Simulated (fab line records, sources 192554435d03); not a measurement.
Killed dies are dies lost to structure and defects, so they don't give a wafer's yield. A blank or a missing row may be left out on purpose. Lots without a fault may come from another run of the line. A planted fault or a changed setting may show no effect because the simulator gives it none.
One fault seen from 3 desks | flow n5_finfet | each desk has only its own numbers; what lay behind them comes last

THE DEFECT DESK
What the inspections along the route counted, lot by lot: means of the sampled wafers that have a number. A lot is out of limits, marked OUT, if its mean lies more than 4 standard deviations from the usual mean; the brackets give that distance.
Columns: A = raw_defect_count at N5_WELL_APT_INSPECT_38, usual 15
lot  | first seen here | A
L598 | day 2 04:58     | 14
L599 | day 2 10:52     | 13
L600 | day 2 16:49     | 10
L601 | day 2 23:04     | 13
L602 | day 3 04:53     | 13
L604 | day 3 17:14     | 19
L605 | day 3 23:14     | 17
L606 | day 4 04:59     | 11
L613 | day 5 23:41     | 16
L615 | day 6 11:07     | 15
L616 | day 6 17:02     | 15
L617 | day 6 23:05     | 11
L618 | day 7 05:23     | 15
L619 | day 7 11:01     | 16
This desk's finding: nothing out of limits on any of the 14 lots.

THE METROLOGY DESK
What the gauges read, lot by lot, whatever tool the lot ran on: means of the sampled wafers that have a number. A lot is out of limits, marked OUT, if its mean lies more than 4 standard deviations from the usual mean; the brackets give that distance.
Columns: A = NWELL_OVL at N5_WELL_APT_OVL_MEAS_09, usual 2 nm; B = PWELL_OVL at N5_WELL_APT_OVL_MEAS_26, usual 2 nm
lot  | first seen here | A  | B
L598 | day 2 01:37     | 2  | -2
L599 | day 2 07:52     | -6 | 7
L600 | day 2 13:37     | 5  | -6
L601 | day 2 19:52     | 1  | 8
L602 | day 3 01:43     | 5  | -1
L604 | day 3 13:43     | 3  | 1
L605 | day 3 20:08     | 3  | -5
L606 | day 4 01:44     | 2  | -1
L613 | day 5 19:37     | 7  | 8
L615 | day 6 08:15     | 8  | 2
L616 | day 6 13:43     | 12 | 2
L617 | day 6 19:52     | 11 | -2
L618 | day 7 02:18     | 4  | 9
L619 | day 7 08:04     | 2  | 4
This desk's finding: nothing out of limits on any of the 14 lots.

THE TOOL OWNER'S DESK: implanter-02
The tool's own readings at N5_WELL_APT_IMPLANT_32: means of the sampled wafers that have a number, for each lot that ran on this tool. A lot is out of limits, marked OUT, if its mean lies more than 4 standard deviations from the usual mean; the brackets give that distance.
Columns: A = beam_energy_keV at N5_WELL_APT_IMPLANT_32, usual 50.005
lot  | first seen here | A
L598 | day 2 03:19     | 50.017
L600 | day 2 15:27     | 50.005
L604 | day 3 15:37     | 56.672 (+99 or more) OUT
L606 | day 4 03:31     | 56.677 (+99 or more) OUT
L617 | day 6 21:31     | 49.996
L618 | day 7 04:07     | 49.987
This desk's finding: out of limits on L604, L606; first on L604, day 3 15:37 (beam_energy_keV at N5_WELL_APT_IMPLANT_32). In limits: L598, L600, L617, L618.

PUT TOGETHER
The tool owner's desk could have raised an alarm at day 3 15:37, on L604, L606.
The defect desk saw nothing out of limits.
The metrology desk saw nothing out of limits.
The defect desk has L604, L606 on record, within its limits.
The metrology desk has L604, L606 on record, within its limits.
Of the lots named, all ran N5_WELL_APT_IMPLANT_32 on implanter-02.

WHAT THE SIMULATOR HAD PUT IN
Process parameter drift: implanter-02, from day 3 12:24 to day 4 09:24, at N5_WELL_APT_IMPLANT_32. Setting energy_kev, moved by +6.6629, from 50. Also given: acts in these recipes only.
Lots struck among those shown: L604, L606.
Hours from the fault's start to each desk's first reading out of limits: the tool owner's desk, 3.
